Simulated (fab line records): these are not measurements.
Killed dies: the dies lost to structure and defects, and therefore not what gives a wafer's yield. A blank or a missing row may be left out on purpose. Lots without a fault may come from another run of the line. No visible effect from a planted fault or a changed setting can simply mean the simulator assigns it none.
Which of the tools did it? | flow nand_harc | 36 wafers from 12 lots sampled at 5 of the route's 1159 steps

## WHAT EACH GAUGE READ, for each wafer
NHARC_HYBRID_BOND_INSPECT_06: inspects for defects (ir void).
lot  | measured     | on                | raw_defect_count
L990 | day 18 17:53 | defect_inspect-01 | 34 31 30
L992 | day 18 17:53 | defect_inspect-02 | 12 16 9
L994 | day 19 13:59 | defect_inspect-02 | 17 19 16
L997 | day 20 01:49 | defect_inspect-01 | 32 41 25
L998 | day 20 16:12 | defect_inspect-01 | 33 30 31
L999 | day 20 21:23 | defect_inspect-02 | 57 56 46
L104 | day 21 04:52 | defect_inspect-02 | 26 24 27
L102 | day 21 04:53 | defect_inspect-02 | 15 10 11
L101 | day 21 19:25 | defect_inspect-02 | 35 29 47
L109 | day 23 01:56 | defect_inspect-02 | 15 16 20
L108 | day 23 01:57 | defect_inspect-01 | 67 55 69
L113 | day 24 00:26 | defect_inspect-02 | 20 19 19

NHARC_THIN_TSV_CD_MEAS_12: the cd target is 1000 nm.
lot  | measured     | on        | cd_nm (nm)
L990 | day 18 21:47 | cd_sem-03 | 997.5 998.9 999.3
L992 | day 18 20:35 | cd_sem-02 | 998.3 996.5 1001.0
L994 | day 19 16:41 | cd_sem-03 | 999.9 996.4 997.2
L997 | day 20 04:30 | cd_sem-03 | 1000.1 1000.4 997.5
L998 | day 20 18:45 | cd_sem-01 | 996.3 995.8 997.5
L999 | day 21 01:09 | cd_sem-01 | 997.6 998.3 999.7
L104 | day 21 07:25 | cd_sem-01 | 999.8 1001.9 996.4
L102 | day 21 09:48 | cd_sem-03 | 1000.1 1001.3 999.8
L101 | day 21 23:17 | cd_sem-01 | 997.4 997.6 998.8
L109 | day 23 04:37 | cd_sem-02 | 999.7 998.4 998.9
L108 | day 23 05:50 | cd_sem-02 | 1000.9 998.4 1002.2
L113 | day 24 03:01 | cd_sem-02 | 1001.8 1002.0 1000.2

NHARC_END_SORT_01.
lot  | measured     | on        | defect_limited_yield (%) | killed_at_array | killed_at_other | killed_at_periphery | killed_dies | killed_open | killed_short | sort_bin_2_pct (%) | sort_bin_3_pct (%) | sort_bin_4_pct (%) | sort_n_pass | sort_rim_yield_pct (%) | sort_yield_pct (%)
L990 | day 19 12:55 | prober-02 | 95.3 95.4 96.0           | 27 29 26        | 2 0 0           | 3 2 1               | 32 31 27    | 3 3 4       | 2 2 0        | 1.3 1.2 1.6        | 0.59 0.15 0.15     | 2.8 3.2 2.2        | 645 646 650 | 96.2 96.2 95.3         | 95.3 95.4 96.0
L102 | day 22 07:34 | prober-02 | 97.9                     | 13              | 0               | 1                   | 14          | 3           | 2            | 0.6                | 0.30               | 1.2                | 663         | 97.2                   | 97.9
L101 | day 22 13:45 | prober-02 | 94.7                     | 30              | 2               | 4                   | 36          | 3           | 2            | 1.8                | 0.44               | 3.1                | 641         | 92.5                   | 94.7
L109 | day 23 19:53 | prober-01 | 0 0 0                    | 12 17 20        | 662 660 652     | 3 0 5               | 677 677 677 | 2 1 6       | 1 5 1        | 98.5 98.1 97.6     | 0 0.44 0           | 1.5 1.5 2.4        | 0 0 0       | 0 0 0                  | 0 0 0
L108 | day 23 21:32 | prober-02 | 0 0 0                    | 54 43 45        | 620 632 632     | 3 2 0               | 677 677 677 | 2 2 1       | 1 3 1        | 94.1 95.9 96.2     | 0.59 0.44 0.59     | 5.3 3.7 3.2        | 0 0 0       | 0 0 0                  | 0 0 0

## TOOL THAT RAN EACH LOT (tool first, then ch and the chambers of the sampled wafers, then the start)
lot  | NHARC_A_BONDPAD_CMP_19        | NHARC_THIN_TSV_PVD_51
L990 | cmp-01 ch 2,3, day 18 01:27   | pvd_sputter-01, day 19 00:50
L992 | cmp-03 ch 0,1,2, day 18 03:25 | pvd_sputter-02, day 18 23:39
L994 | cmp-03 ch 1,2,3, day 19 00:09 | pvd_sputter-01, day 19 19:58
L997 | cmp-01 ch 0,2,3, day 19 15:33 | pvd_sputter-02, day 20 07:34
L998 | cmp-01 ch 1,3, day 20 05:32   | pvd_sputter-03, day 20 21:55
L999 | cmp-04 ch 1,2,3, day 20 11:22 | pvd_sputter-03, day 21 04:37
L104 | cmp-04 ch 2,3, day 20 15:22   | pvd_sputter-03, day 21 10:35
L102 | cmp-04 ch 1,2,3, day 20 18:43 | pvd_sputter-03, day 21 13:04
L101 | cmp-03 ch 0,1,2, day 21 06:05 | pvd_sputter-03, day 22 02:20
L109 | cmp-03 ch 1,2,3, day 22 14:29 | pvd_sputter-02, day 23 07:44
L108 | cmp-01 ch 2,3, day 22 15:52   | pvd_sputter-03, day 23 08:55
L113 | cmp-04 ch 0,3, day 23 14:10   | pvd_sputter-02, day 24 06:05
- NHARC_A_BONDPAD_CMP_19: polishes, t overpolish 30 s, cu recess touch 16 s, target thk 169.8 nm.
- NHARC_THIN_TSV_PVD_51: deposits Cu, target thk 100 nm.

## AS READ BY THE TOOLS THEMSELVES (means over the sampled wafers that have a number; for cases with no such wafer, the mark the record gives instead)
NHARC_A_BONDPAD_CMP_19.
lot  | tool   | edge_zone_pressure_frac | motor_current_A (A) | overpolish_run_s (s) | retaining_ring_pressure_frac | slurry_flow_ml_min
L990 | cmp-01 | 0.998                   | 12.4                | 30.001               | 1.005                        | 150.3
L992 | cmp-03 | 1.009                   | 12.0                | 30.000               | 1.001                        | 150.0
L994 | cmp-03 | 0.998                   | 12.5                | 29.998               | 1.005                        | 150.1
L997 | cmp-01 | 1.001                   | 12.2                | 30.003               | 1.000                        | 149.9
L998 | cmp-01 | 0.995                   | 10.4                | 30.002               | 1.002                        | 150.2
L999 | cmp-04 | 1.000                   | 11.4                | 29.996               | 1.004                        | 150.1
L104 | cmp-04 | 1.003                   | 11.4                | 30.006               | 0.998                        | 150.0
L102 | cmp-04 | 1.000                   | 11.3                | 30.001               | 0.996                        | 150.5
L101 | cmp-03 | 1.004                   | 11.7                | 30.009               | 0.999                        | 149.8
L109 | cmp-03 | 1.004                   | 12.6                | 30.010               | 1.001                        | 149.9
L108 | cmp-01 | 1.005                   | 12.3                | 30.005               | 1.002                        | 150.0
L113 | cmp-04 | 1.001                   | 12.9                | 30.000               | 1.001                        | 150.1

NHARC_THIN_TSV_PVD_51.
lot  | tool           | chamber_pressure_pa (Pa) | throttle_valve_pct (%)
L990 | pvd_sputter-01 | 4.991                    | 31.0
L992 | pvd_sputter-02 | 5.001                    | 29.5
L994 | pvd_sputter-01 | 5.000                    | 29.6
L997 | pvd_sputter-02 | 5.003                    | 29.8
L998 | pvd_sputter-03 | 5.006                    | 30.2
L999 | pvd_sputter-03 | 5.003                    | 30.1
L104 | pvd_sputter-03 | 4.999                    | 30.0
L102 | pvd_sputter-03 | 5.000                    | 29.8
L101 | pvd_sputter-03 | 4.995                    | 29.7
L109 | pvd_sputter-02 | -                        | -
L108 | pvd_sputter-03 | -                        | -
L113 | pvd_sputter-02 | 5.001                    | 29.7

## THE ANSWER, worked out from the rows above alone
Rule: the usual values come from the lots themselves. The widest of any qualifying gaps counts: lots, ordered by their means at a reading, are off when they make up no more than a third of the lots, leave a main group of 4 or more, and stand apart from it by 3 or more times the standard deviation of that group's means. If all means in a main group match to the digits the tables above print for the reading, that group is not used. A lot without any number at a reading at which 4 lots or more have one is off too. Where the step has rows for the other lots, those lots are counted as sound. After the gauges, taken in route order, come the tools' own readings; for these a lot's mean is taken, as printed above. The first step at which some lot is off is used, and at that step the reading that is off furthest; a lot without a number counts as furthest.
Off: L109, L108, at NHARC_THIN_TSV_PVD_51 (chamber_pressure_pa). Without a number there: L109, L108. For the main group the mean is 5.000 Pa and the standard deviation 0.004.
A tool fits if, at that step or a process step before it, it ran every lot that is off, and no sound lot after the first of them. Not one of the candidates tried fits.

## WHAT WAS PUT IN BY THE SIMULATOR
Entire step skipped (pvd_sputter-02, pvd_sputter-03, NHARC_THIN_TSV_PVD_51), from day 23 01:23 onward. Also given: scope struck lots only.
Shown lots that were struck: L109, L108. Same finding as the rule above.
